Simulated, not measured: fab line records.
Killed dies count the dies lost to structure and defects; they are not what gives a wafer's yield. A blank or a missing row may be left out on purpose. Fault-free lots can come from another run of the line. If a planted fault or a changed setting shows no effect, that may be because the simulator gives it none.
fab line records || flow n5_finfet
record: {"lots": 7, "wafers": 39}
route steps=1938 shown ZERO_LAYER@11 FIN_SAQP@98 STI_FIN_REVEAL@200 HKMG_FIN@389 MOL_CONTACT_COAG@559 BEOL_M1@818 BEOL_M4@1111
start_h: start of the lot's first displayed wafer, in hours after the record's first day || wait_h: hours since the lot's step before || " identical to the entry in the row above || L1.1+2: several wafers, shown together as one row || - value missing, or start not given || * or withheld: withheld || < > ~ a bound
route shown NAME@n: names a module that has steps shown in the file, with the first one's number in the route || usual: average and standard deviation across the fault-free wafers || same: alike in all rows || chamber/n: place in a boat || sites: per-site readings || _std_site: their standard deviation || _edge_site: outer sites' mean less inner sites' || radius_mm: how far each site lies from the wafer's centre || mask NAME#n: copy n || behind: the tool/chamber that last shaped the wafer || hold: what put the lot on hold/how long, in hours/how the hold closed || device: transistor that didn't switch, given as n, p or np || end of line: the route-end tests of the same wafers || a step without rows: its recipe alone || killed: count of dies lost to structure and defects at first sort (not the wafer's yield) || map: a wafer's dies, x killed, . not, _ none there
set.NAME: setting as actually run; set.NAME@STEP: the setting as run at that earlier step || model.NAME: the simulator's own value behind a step, which no gauge read
lots whose settings were changed on purpose; a table a step, a row a wafer
== steps ==
step: N5_ZERO_LAYER_DEVELOP_10
recipe: {"develop_time_s": 60, "rinse_liquid": "diw", "dry": "air_spin", "dev_temp_c": 21}
step: N5_FIN_SAQP_PECVD_47
recipe: {"material": "a-Si", "target_thk_a": 450, "temp_c": 400, "precursor": "SiH4/He", "pressure_torr": 3, "rf_w": 100, "time_s": 36.3}
step: N5_STI_FIN_REVEAL_OXIDATION_31
recipe: {"chemistry": "O2_PLASMA_REMOTE", "temp_c": 150, "time_s": 20, "pressure_mtorr": 1000, "source_power_w": 2000, "o2_flow_sccm": 3000}
step: N5_HKMG_FIN_ALD_75
recipe: {"material": "Al2O3", "target_thk_a": 10, "temp_c": 150, "ald_precursor_family": "TMA", "ald_co_reactant": "H2O", "pulse_time_s": "withheld", "co_reactant_pulse_time_s": 1}
step: N5_MOL_CONTACT_COAG_ALD_27
recipe: {"material": "SiOC", "target_thk_a": 170, "temp_c": 400, "ald_precursor_family": "carbosiloxane", "ald_co_reactant": "H2-plasma", "pulse_time_s": 1.5, "time_s": 2720, "purge_time_s": 2, "co_reactant_purge_time_s": 2, "ald_cycles": 340, "pressure_torr": 2}
step: N5_BEOL_M1_SPUTTER_81
recipe: {"material": "Cu", "target_thk_a": 45, "temp_c": -20, "chamber_pressure_pa": 0.07, "power_w": "withheld", "time_s": 8.29}
step: N5_BEOL_M4_RC_MEAS_101
usual: {"IOFF_N_LIN": "0.070/0.0098", "IOFF_N_LONG": "5.58e-05/2.1e-06"}
{"lot.wafer": "L074.1", "tool": "prober-01", "chamber": 0, "start_h": 209.88, "wait_h": 0.0, "set.develop_time_s@ZERO_LAYER_DEVELOP_10": 89.12, "set.time_s@FIN_SAQP_PECVD_47": 36.3, "set.time_s@STI_FIN_REVEAL_OXIDATION_31": 20, "set.target_thk_a@HKMG_FIN_ALD_75": 10, "set.ald_cycles@MOL_CONTACT_COAG_ALD_27": 340, "set.time_s@BEOL_M1_SPUTTER_81": 8.29, "IOFF_N_LIN[nA/um]": 0.072, "IOFF_N_LONG[nA/um]": 5.44e-05}
{"lot.wafer": "L074.2", "tool": "prober-01", "chamber": 0, "start_h": 209.88, "wait_h": 0.0, "set.develop_time_s@ZERO_LAYER_DEVELOP_10": 60, "set.time_s@FIN_SAQP_PECVD_47": 53.6, "set.time_s@STI_FIN_REVEAL_OXIDATION_31": 20, "set.target_thk_a@HKMG_FIN_ALD_75": 6.559, "set.ald_cycles@MOL_CONTACT_COAG_ALD_27": 340, "set.time_s@BEOL_M1_SPUTTER_81": 8.29, "IOFF_N_LIN[nA/um]": 0.065, "IOFF_N_LONG[nA/um]": 5.29e-05}
{"lot.wafer": "L074.3", "tool": "prober-01", "chamber": 0, "start_h": 209.88, "wait_h": 0.0, "set.develop_time_s@ZERO_LAYER_DEVELOP_10": 89.12, "set.time_s@FIN_SAQP_PECVD_47": 53.6, "set.time_s@STI_FIN_REVEAL_OXIDATION_31": 20, "set.target_thk_a@HKMG_FIN_ALD_75": 10, "set.ald_cycles@MOL_CONTACT_COAG_ALD_27": 528, "set.time_s@BEOL_M1_SPUTTER_81": 6.094, "IOFF_N_LIN[nA/um]": 0.052, "IOFF_N_LONG[nA/um]": 5.38e-05}
{"lot.wafer": "L074.4", "tool": "prober-01", "chamber": 0, "start_h": 209.88, "wait_h": 0.0, "set.develop_time_s@ZERO_LAYER_DEVELOP_10": 89.12, "set.time_s@FIN_SAQP_PECVD_47": 53.6, "set.time_s@STI_FIN_REVEAL_OXIDATION_31": 20, "set.target_thk_a@HKMG_FIN_ALD_75": 6.559, "set.ald_cycles@MOL_CONTACT_COAG_ALD_27": 340, "set.time_s@BEOL_M1_SPUTTER_81": 6.094, "IOFF_N_LIN[nA/um]": 0.078, "IOFF_N_LONG[nA/um]": 5.36e-05}
{"lot.wafer": "L074.5", "tool": "prober-01", "chamber": 0, "start_h": 209.88, "wait_h": 0.0, "set.develop_time_s@ZERO_LAYER_DEVELOP_10": 60, "set.time_s@FIN_SAQP_PECVD_47": 36.3, "set.time_s@STI_FIN_REVEAL_OXIDATION_31": 20, "set.target_thk_a@HKMG_FIN_ALD_75": 10, "set.ald_cycles@MOL_CONTACT_COAG_ALD_27": 528, "set.time_s@BEOL_M1_SPUTTER_81": 8.29, "IOFF_N_LIN[nA/um]": 0.063, "IOFF_N_LONG[nA/um]": 5.36e-05}
{"lot.wafer": "L074.6", "tool": "prober-01", "chamber": 0, "start_h": 209.88, "wait_h": 0.0, "set.develop_time_s@ZERO_LAYER_DEVELOP_10": 60, "set.time_s@FIN_SAQP_PECVD_47": 36.3, "set.time_s@STI_FIN_REVEAL_OXIDATION_31": 20, "set.target_thk_a@HKMG_FIN_ALD_75": 6.559, "set.ald_cycles@MOL_CONTACT_COAG_ALD_27": 528, "set.time_s@BEOL_M1_SPUTTER_81": 6.094, "IOFF_N_LIN[nA/um]": 0.071, "IOFF_N_LONG[nA/um]": 5.41e-05}
{"lot.wafer": "L076.1", "tool": "prober-02", "chamber": 0, "start_h": 223.98, "wait_h": 0.0, "set.develop_time_s@ZERO_LAYER_DEVELOP_10": 86.04, "set.time_s@FIN_SAQP_PECVD_47": 28.62, "set.time_s@STI_FIN_REVEAL_OXIDATION_31": 20, "set.target_thk_a@HKMG_FIN_ALD_75": 10, "set.ald_cycles@MOL_CONTACT_COAG_ALD_27": 340, "set.time_s@BEOL_M1_SPUTTER_81": 8.29, "IOFF_N_LIN[nA/um]": 0.071, "IOFF_N_LONG[nA/um]": 5.17e-05}
{"lot.wafer": "L076.2", "tool": "prober-02", "chamber": 0, "start_h": 223.98, "wait_h": 0.0, "set.develop_time_s@ZERO_LAYER_DEVELOP_10": 60, "set.time_s@FIN_SAQP_PECVD_47": 28.62, "set.time_s@STI_FIN_REVEAL_OXIDATION_31": 13.98, "set.target_thk_a@HKMG_FIN_ALD_75": 10, "set.ald_cycles@MOL_CONTACT_COAG_ALD_27": 476, "set.time_s@BEOL_M1_SPUTTER_81": 8.29, "IOFF_N_LIN[nA/um]": 0.080, "IOFF_N_LONG[nA/um]": 5.5e-05}
{"lot.wafer": "L076.3", "tool": "prober-02", "chamber": 0, "start_h": 223.98, "wait_h": 0.0, "set.develop_time_s@ZERO_LAYER_DEVELOP_10": 86.04, "set.time_s@FIN_SAQP_PECVD_47": 36.3, "set.time_s@STI_FIN_REVEAL_OXIDATION_31": 20, "set.target_thk_a@HKMG_FIN_ALD_75": 10, "set.ald_cycles@MOL_CONTACT_COAG_ALD_27": 476, "set.time_s@BEOL_M1_SPUTTER_81": 3.754, "IOFF_N_LIN[nA/um]": 0.071, "IOFF_N_LONG[nA/um]": 5.35e-05}
{"lot.wafer": "L076.4", "tool": "prober-02", "chamber": 0, "start_h": 223.98, "wait_h": 0.0, "set.develop_time_s@ZERO_LAYER_DEVELOP_10": 60, "set.time_s@FIN_SAQP_PECVD_47": 36.3, "set.time_s@STI_FIN_REVEAL_OXIDATION_31": 13.98, "set.target_thk_a@HKMG_FIN_ALD_75": 10, "set.ald_cycles@MOL_CONTACT_COAG_ALD_27": 340, "set.time_s@BEOL_M1_SPUTTER_81": 3.754, "IOFF_N_LIN[nA/um]": 0.082, "IOFF_N_LONG[nA/um]": 5.57e-05}
{"lot.wafer": "L076.5", "tool": "prober-02", "chamber": 0, "start_h": 223.98, "wait_h": 0.0, "set.develop_time_s@ZERO_LAYER_DEVELOP_10": 86.04, "set.time_s@FIN_SAQP_PECVD_47": 28.62, "set.time_s@STI_FIN_REVEAL_OXIDATION_31": 13.98, "set.target_thk_a@HKMG_FIN_ALD_75": 10, "set.ald_cycles@MOL_CONTACT_COAG_ALD_27": 476, "set.time_s@BEOL_M1_SPUTTER_81": 3.754, "IOFF_N_LIN[nA/um]": 0.091, "IOFF_N_LONG[nA/um]": 5.36e-05}
{"lot.wafer": "L076.6", "tool": "prober-02", "chamber": 0, "start_h": 223.98, "wait_h": 0.0, "set.develop_time_s@ZERO_LAYER_DEVELOP_10": 60, "set.time_s@FIN_SAQP_PECVD_47": 36.3, "set.time_s@STI_FIN_REVEAL_OXIDATION_31": 20, "set.target_thk_a@HKMG_FIN_ALD_75": 10, "set.ald_cycles@MOL_CONTACT_COAG_ALD_27": 340, "set.time_s@BEOL_M1_SPUTTER_81": 8.29, "IOFF_N_LIN[nA/um]": 0.080, "IOFF_N_LONG[nA/um]": 5.36e-05}
{"lot.wafer": "L082.1", "tool": "prober-01", "chamber": 0, "start_h": 272.94, "wait_h": 0.0, "set.develop_time_s@ZERO_LAYER_DEVELOP_10": 60, "set.time_s@FIN_SAQP_PECVD_47": 36.3, "set.time_s@STI_FIN_REVEAL_OXIDATION_31": 20, "set.target_thk_a@HKMG_FIN_ALD_75": 7.027, "set.ald_cycles@MOL_CONTACT_COAG_ALD_27": 340, "set.time_s@BEOL_M1_SPUTTER_81": 8.29, "IOFF_N_LIN[nA/um]": 0.058, "IOFF_N_LONG[nA/um]": 5.5e-05}
{"lot.wafer": "L082.2", "tool": "prober-01", "chamber": 0, "start_h": 272.94, "wait_h": 0.0, "set.develop_time_s@ZERO_LAYER_DEVELOP_10": 60, "set.time_s@FIN_SAQP_PECVD_47": 36.3, "set.time_s@STI_FIN_REVEAL_OXIDATION_31": 16.09, "set.target_thk_a@HKMG_FIN_ALD_75": 10, "set.ald_cycles@MOL_CONTACT_COAG_ALD_27": 340, "set.time_s@BEOL_M1_SPUTTER_81": 8.29, "IOFF_N_LIN[nA/um]": 0.068, "IOFF_N_LONG[nA/um]": 5.8e-05}
{"lot.wafer": "L082.3", "tool": "prober-01", "chamber": 0, "start_h": 272.94, "wait_h": 0.0, "set.develop_time_s@ZERO_LAYER_DEVELOP_10": 87.12, "set.time_s@FIN_SAQP_PECVD_47": 36.3, "set.time_s@STI_FIN_REVEAL_OXIDATION_31": 16.09, "set.target_thk_a@HKMG_FIN_ALD_75": 10, "set.ald_cycles@MOL_CONTACT_COAG_ALD_27": 340, "set.time_s@BEOL_M1_SPUTTER_81": 8.29, "IOFF_N_LIN[nA/um]": 0.080, "IOFF_N_LONG[nA/um]": 5.77e-05}
{"lot.wafer": "L082.4", "tool": "prober-01", "chamber": 0, "start_h": 272.94, "wait_h": 0.0, "set.develop_time_s@ZERO_LAYER_DEVELOP_10": 60, "set.time_s@FIN_SAQP_PECVD_47": 36.3, "set.time_s@STI_FIN_REVEAL_OXIDATION_31": 16.09, "set.target_thk_a@HKMG_FIN_ALD_75": 7.027, "set.ald_cycles@MOL_CONTACT_COAG_ALD_27": 340, "set.time_s@BEOL_M1_SPUTTER_81": 8.29, "IOFF_N_LIN[nA/um]": 0.073, "IOFF_N_LONG[nA/um]": 5.83e-05}
{"lot.wafer": "L082.5", "tool": "prober-01", "chamber": 0, "start_h": 272.94, "wait_h": 0.0, "set.develop_time_s@ZERO_LAYER_DEVELOP_10": 87.12, "set.time_s@FIN_SAQP_PECVD_47": 36.3, "set.time_s@STI_FIN_REVEAL_OXIDATION_31": 20, "set.target_thk_a@HKMG_FIN_ALD_75": 10, "set.ald_cycles@MOL_CONTACT_COAG_ALD_27": 340, "set.time_s@BEOL_M1_SPUTTER_81": 8.29, "IOFF_N_LIN[nA/um]": 0.054, "IOFF_N_LONG[nA/um]": 5.63e-05}
{"lot.wafer": "L082.6", "tool": "prober-01", "chamber": 0, "start_h": 272.94, "wait_h": 0.0, "set.develop_time_s@ZERO_LAYER_DEVELOP_10": 87.12, "set.time_s@FIN_SAQP_PECVD_47": 36.3, "set.time_s@STI_FIN_REVEAL_OXIDATION_31": 20, "set.target_thk_a@HKMG_FIN_ALD_75": 7.027, "set.ald_cycles@MOL_CONTACT_COAG_ALD_27": 340, "set.time_s@BEOL_M1_SPUTTER_81": 8.29, "IOFF_N_LIN[nA/um]": 0.072, "IOFF_N_LONG[nA/um]": 5.68e-05}
{"lot.wafer": "L087.1", "tool": "prober-01", "chamber": 0, "start_h": 286.95, "wait_h": 0.0, "set.develop_time_s@ZERO_LAYER_DEVELOP_10": 60, "set.time_s@FIN_SAQP_PECVD_47": 36.3, "set.time_s@STI_FIN_REVEAL_OXIDATION_31": 9.722, "set.target_thk_a@HKMG_FIN_ALD_75": 7.146, "set.ald_cycles@MOL_CONTACT_COAG_ALD_27": 340, "set.time_s@BEOL_M1_SPUTTER_81": 8.29, "IOFF_N_LIN[nA/um]": 0.087, "IOFF_N_LONG[nA/um]": 6.24e-05}
{"lot.wafer": "L087.2", "tool": "prober-01", "chamber": 0, "start_h": 286.95, "wait_h": 0.0, "set.develop_time_s@ZERO_LAYER_DEVELOP_10": 80.1, "set.time_s@FIN_SAQP_PECVD_47": 21.24, "set.time_s@STI_FIN_REVEAL_OXIDATION_31": 9.722, "set.target_thk_a@HKMG_FIN_ALD_75": 10, "set.ald_cycles@MOL_CONTACT_COAG_ALD_27": 340, "set.time_s@BEOL_M1_SPUTTER_81": 8.29, "IOFF_N_LIN[nA/um]": 0.090, "IOFF_N_LONG[nA/um]": 6.07e-05}
{"lot.wafer": "L087.3", "tool": "prober-01", "chamber": 0, "start_h": 286.95, "wait_h": 0.0, "set.develop_time_s@ZERO_LAYER_DEVELOP_10": 80.1, "set.time_s@FIN_SAQP_PECVD_47": 21.24, "set.time_s@STI_FIN_REVEAL_OXIDATION_31": 20, "set.target_thk_a@HKMG_FIN_ALD_75": 7.146, "set.ald_cycles@MOL_CONTACT_COAG_ALD_27": 340, "set.time_s@BEOL_M1_SPUTTER_81": 10.97, "IOFF_N_LIN[nA/um]": 0.071, "IOFF_N_LONG[nA/um]": 5.6e-05}
{"lot.wafer": "L087.4", "tool": "prober-01", "chamber": 0, "start_h": 286.95, "wait_h": 0.0, "set.develop_time_s@ZERO_LAYER_DEVELOP_10": 80.1, "set.time_s@FIN_SAQP_PECVD_47": 36.3, "set.time_s@STI_FIN_REVEAL_OXIDATION_31": 20, "set.target_thk_a@HKMG_FIN_ALD_75": 7.146, "set.ald_cycles@MOL_CONTACT_COAG_ALD_27": 340, "set.time_s@BEOL_M1_SPUTTER_81": 10.97, "IOFF_N_LIN[nA/um]": 0.061, "IOFF_N_LONG[nA/um]": 5.69e-05}
{"lot.wafer": "L087.5", "tool": "prober-01", "chamber": 0, "start_h": 286.95, "wait_h": 0.0, "set.develop_time_s@ZERO_LAYER_DEVELOP_10": 60, "set.time_s@FIN_SAQP_PECVD_47": 21.24, "set.time_s@STI_FIN_REVEAL_OXIDATION_31": 20, "set.target_thk_a@HKMG_FIN_ALD_75": 10, "set.ald_cycles@MOL_CONTACT_COAG_ALD_27": 340, "set.time_s@BEOL_M1_SPUTTER_81": 8.29, "IOFF_N_LIN[nA/um]": 0.069, "IOFF_N_LONG[nA/um]": 5.76e-05}
{"lot.wafer": "L087.6", "tool": "prober-01", "chamber": 0, "start_h": 286.95, "wait_h": 0.0, "set.develop_time_s@ZERO_LAYER_DEVELOP_10": 60, "set.time_s@FIN_SAQP_PECVD_47": 36.3, "set.time_s@STI_FIN_REVEAL_OXIDATION_31": 9.722, "set.target_thk_a@HKMG_FIN_ALD_75": 10, "set.ald_cycles@MOL_CONTACT_COAG_ALD_27": 340, "set.time_s@BEOL_M1_SPUTTER_81": 10.97, "IOFF_N_LIN[nA/um]": 0.073, "IOFF_N_LONG[nA/um]": 6.08e-05}
{"lot.wafer": "L091.1", "tool": "prober-01", "chamber": 0, "start_h": 327.92, "wait_h": 0.2, "set.develop_time_s@ZERO_LAYER_DEVELOP_10": 60, "set.time_s@FIN_SAQP_PECVD_47": 57.15, "set.time_s@STI_FIN_REVEAL_OXIDATION_31": 20, "set.target_thk_a@HKMG_FIN_ALD_75": 4.243, "set.ald_cycles@MOL_CONTACT_COAG_ALD_27": 340, "set.time_s@BEOL_M1_SPUTTER_81": 11.31, "IOFF_N_LIN[nA/um]": 0.074, "IOFF_N_LONG[nA/um]": 5.83e-05}
{"lot.wafer": "L091.2", "tool": "prober-01", "chamber": 0, "start_h": 327.92, "wait_h": 0.2, "set.develop_time_s@ZERO_LAYER_DEVELOP_10": 69.54, "set.time_s@FIN_SAQP_PECVD_47": 36.3, "set.time_s@STI_FIN_REVEAL_OXIDATION_31": 20, "set.target_thk_a@HKMG_FIN_ALD_75": 10, "set.ald_cycles@MOL_CONTACT_COAG_ALD_27": 340, "set.time_s@BEOL_M1_SPUTTER_81": 11.31, "IOFF_N_LIN[nA/um]": 0.062, "IOFF_N_LONG[nA/um]": 5.9e-05}
{"lot.wafer": "L091.3", "tool": "prober-01", "chamber": 0, "start_h": 327.92, "wait_h": 0.2, "set.develop_time_s@ZERO_LAYER_DEVELOP_10": 69.54, "set.time_s@FIN_SAQP_PECVD_47": 36.3, "set.time_s@STI_FIN_REVEAL_OXIDATION_31": 20, "set.target_thk_a@HKMG_FIN_ALD_75": 4.243, "set.ald_cycles@MOL_CONTACT_COAG_ALD_27": 260, "set.time_s@BEOL_M1_SPUTTER_81": 8.29, "IOFF_N_LIN[nA/um]": 0.082, "IOFF_N_LONG[nA/um]": 6.06e-05}
{"lot.wafer": "L091.4", "tool": "prober-01", "chamber": 0, "start_h": 327.92, "wait_h": 0.2, "set.develop_time_s@ZERO_LAYER_DEVELOP_10": 60, "set.time_s@FIN_SAQP_PECVD_47": 57.15, "set.time_s@STI_FIN_REVEAL_OXIDATION_31": 20, "set.target_thk_a@HKMG_FIN_ALD_75": 10, "set.ald_cycles@MOL_CONTACT_COAG_ALD_27": 260, "set.time_s@BEOL_M1_SPUTTER_81": 8.29, "IOFF_N_LIN[nA/um]": 0.069, "IOFF_N_LONG[nA/um]": 5.86e-05}
{"lot.wafer": "L091.5", "tool": "prober-01", "chamber": 0, "start_h": 327.92, "wait_h": 0.2, "set.develop_time_s@ZERO_LAYER_DEVELOP_10": 60, "set.time_s@FIN_SAQP_PECVD_47": 36.3, "set.time_s@STI_FIN_REVEAL_OXIDATION_31": 20, "set.target_thk_a@HKMG_FIN_ALD_75": 10, "set.ald_cycles@MOL_CONTACT_COAG_ALD_27": 260, "set.time_s@BEOL_M1_SPUTTER_81": 11.31, "IOFF_N_LIN[nA/um]": 0.062, "IOFF_N_LONG[nA/um]": 5.89e-05}
{"lot.wafer": "L091.6", "tool": "prober-01", "chamber": 0, "start_h": 327.92, "wait_h": 0.2, "set.develop_time_s@ZERO_LAYER_DEVELOP_10": 69.54, "set.time_s@FIN_SAQP_PECVD_47": 57.15, "set.time_s@STI_FIN_REVEAL_OXIDATION_31": 20, "set.target_thk_a@HKMG_FIN_ALD_75": 4.243, "set.ald_cycles@MOL_CONTACT_COAG_ALD_27": 340, "set.time_s@BEOL_M1_SPUTTER_81": 8.29, "IOFF_N_LIN[nA/um]": 0.078, "IOFF_N_LONG[nA/um]": 5.94e-05}
{"lot.wafer": "L096.1", "tool": "prober-02", "chamber": 0, "start_h": 347.58, "wait_h": 0.0, "set.develop_time_s@ZERO_LAYER_DEVELOP_10": 82.95, "set.time_s@FIN_SAQP_PECVD_47": 36.3, "set.time_s@STI_FIN_REVEAL_OXIDATION_31": 27.44, "set.target_thk_a@HKMG_FIN_ALD_75": 10, "set.ald_cycles@MOL_CONTACT_COAG_ALD_27": 180, "set.time_s@BEOL_M1_SPUTTER_81": 8.29, "IOFF_N_LIN[nA/um]": 0.067, "IOFF_N_LONG[nA/um]": 5.49e-05}
{"lot.wafer": "L096.2", "tool": "prober-02", "chamber": 0, "start_h": 347.58, "wait_h": 0.0, "set.develop_time_s@ZERO_LAYER_DEVELOP_10": 60, "set.time_s@FIN_SAQP_PECVD_47": 36.3, "set.time_s@STI_FIN_REVEAL_OXIDATION_31": 27.44, "set.target_thk_a@HKMG_FIN_ALD_75": 10, "set.ald_cycles@MOL_CONTACT_COAG_ALD_27": 180, "set.time_s@BEOL_M1_SPUTTER_81": 9.808, "IOFF_N_LIN[nA/um]": 0.071, "IOFF_N_LONG[nA/um]": 5.57e-05}
{"lot.wafer": "L096.3", "tool": "prober-02", "chamber": 0, "start_h": 347.58, "wait_h": 0.0, "set.develop_time_s@ZERO_LAYER_DEVELOP_10": 60, "set.time_s@FIN_SAQP_PECVD_47": 36.3, "set.time_s@STI_FIN_REVEAL_OXIDATION_31": 20, "set.target_thk_a@HKMG_FIN_ALD_75": 10, "set.ald_cycles@MOL_CONTACT_COAG_ALD_27": 180, "set.time_s@BEOL_M1_SPUTTER_81": 9.808, "IOFF_N_LIN[nA/um]": 0.082, "IOFF_N_LONG[nA/um]": 5.66e-05}
{"lot.wafer": "L096.4", "tool": "prober-02", "chamber": 0, "start_h": 347.58, "wait_h": 0.0, "set.develop_time_s@ZERO_LAYER_DEVELOP_10": 60, "set.time_s@FIN_SAQP_PECVD_47": 36.3, "set.time_s@STI_FIN_REVEAL_OXIDATION_31": 27.44, "set.target_thk_a@HKMG_FIN_ALD_75": 10, "set.ald_cycles@MOL_CONTACT_COAG_ALD_27": 340, "set.time_s@BEOL_M1_SPUTTER_81": 8.29, "IOFF_N_LIN[nA/um]": 0.066, "IOFF_N_LONG[nA/um]": 5.46e-05}
{"lot.wafer": "L096.5", "tool": "prober-02", "chamber": 0, "start_h": 347.58, "wait_h": 0.0, "set.develop_time_s@ZERO_LAYER_DEVELOP_10": 82.95, "set.time_s@FIN_SAQP_PECVD_47": 36.3, "set.time_s@STI_FIN_REVEAL_OXIDATION_31": 20, "set.target_thk_a@HKMG_FIN_ALD_75": 10, "set.ald_cycles@MOL_CONTACT_COAG_ALD_27": 340, "set.time_s@BEOL_M1_SPUTTER_81": 9.808, "IOFF_N_LIN[nA/um]": 0.077, "IOFF_N_LONG[nA/um]": 5.64e-05}
{"lot.wafer": "L096.6", "tool": "prober-02", "chamber": 0, "start_h": 347.58, "wait_h": 0.0, "set.develop_time_s@ZERO_LAYER_DEVELOP_10": 82.95, "set.time_s@FIN_SAQP_PECVD_47": 36.3, "set.time_s@STI_FIN_REVEAL_OXIDATION_31": 20, "set.target_thk_a@HKMG_FIN_ALD_75": 10, "set.ald_cycles@MOL_CONTACT_COAG_ALD_27": 340, "set.time_s@BEOL_M1_SPUTTER_81": 8.29, "IOFF_N_LIN[nA/um]": 0.089, "IOFF_N_LONG[nA/um]": 5.77e-05}
{"lot.wafer": "L097.2", "tool": "prober-02", "chamber": 0, "start_h": 349.58, "wait_h": 0.2, "set.develop_time_s@ZERO_LAYER_DEVELOP_10": 60, "set.time_s@FIN_SAQP_PECVD_47": 36.3, "set.time_s@STI_FIN_REVEAL_OXIDATION_31": 20, "set.target_thk_a@HKMG_FIN_ALD_75": 10, "set.ald_cycles@MOL_CONTACT_COAG_ALD_27": 340, "set.time_s@BEOL_M1_SPUTTER_81": 8.29, "IOFF_N_LIN[nA/um]": 0.078, "IOFF_N_LONG[nA/um]": 5.44e-05}
{"lot.wafer": "L097.4", "tool": "prober-02", "chamber": 0, "start_h": 349.58, "wait_h": 0.2, "set.develop_time_s@ZERO_LAYER_DEVELOP_10": 60, "set.time_s@FIN_SAQP_PECVD_47": 36.3, "set.time_s@STI_FIN_REVEAL_OXIDATION_31": 20, "set.target_thk_a@HKMG_FIN_ALD_75": 10, "set.ald_cycles@MOL_CONTACT_COAG_ALD_27": 340, "set.time_s@BEOL_M1_SPUTTER_81": 8.29, "IOFF_N_LIN[nA/um]": 0.087, "IOFF_N_LONG[nA/um]": 5.51e-05}
{"lot.wafer": "L097.5", "tool": "prober-02", "chamber": 0, "start_h": 349.58, "wait_h": 0.2, "set.develop_time_s@ZERO_LAYER_DEVELOP_10": 60, "set.time_s@FIN_SAQP_PECVD_47": 36.3, "set.time_s@STI_FIN_REVEAL_OXIDATION_31": 20, "set.target_thk_a@HKMG_FIN_ALD_75": 10, "set.ald_cycles@MOL_CONTACT_COAG_ALD_27": 340, "set.time_s@BEOL_M1_SPUTTER_81": 8.29, "IOFF_N_LIN[nA/um]": 0.068, "IOFF_N_LONG[nA/um]": 5.57e-05}
== key ==
split: {"step": "N5_ZERO_LAYER_DEVELOP_10", "setting": "develop_time_s", "stated_as": 60}
response none clear
split: {"step": "N5_FIN_SAQP_PECVD_47", "setting": "time_s", "stated_as": 36.3}
response none clear
split: {"step": "N5_STI_FIN_REVEAL_OXIDATION_31", "setting": "time_s", "stated_as": 20}
response: {"step": "N5_BEOL_M4_RC_MEAS_101", "reading": "IOFF_N_LONG", "slope": -7.17e-08, "per": "1%", "together_with": "all", "explained": 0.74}
response: {"step": "N5_BEOL_M4_RC_MEAS_101", "reading": "IOFF_N_LIN", "slope": -0.00042, "per": "1%", "together_with": "all", "explained": 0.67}
split: {"step": "N5_HKMG_FIN_ALD_75", "setting": "target_thk_a", "stated_as": 10}
response none clear
split: {"step": "N5_MOL_CONTACT_COAG_ALD_27", "setting": "ald_cycles", "stated_as": 340}
response none clear
split: {"step": "N5_BEOL_M1_SPUTTER_81", "setting": "time_s", "stated_as": 8.29}
response none clear
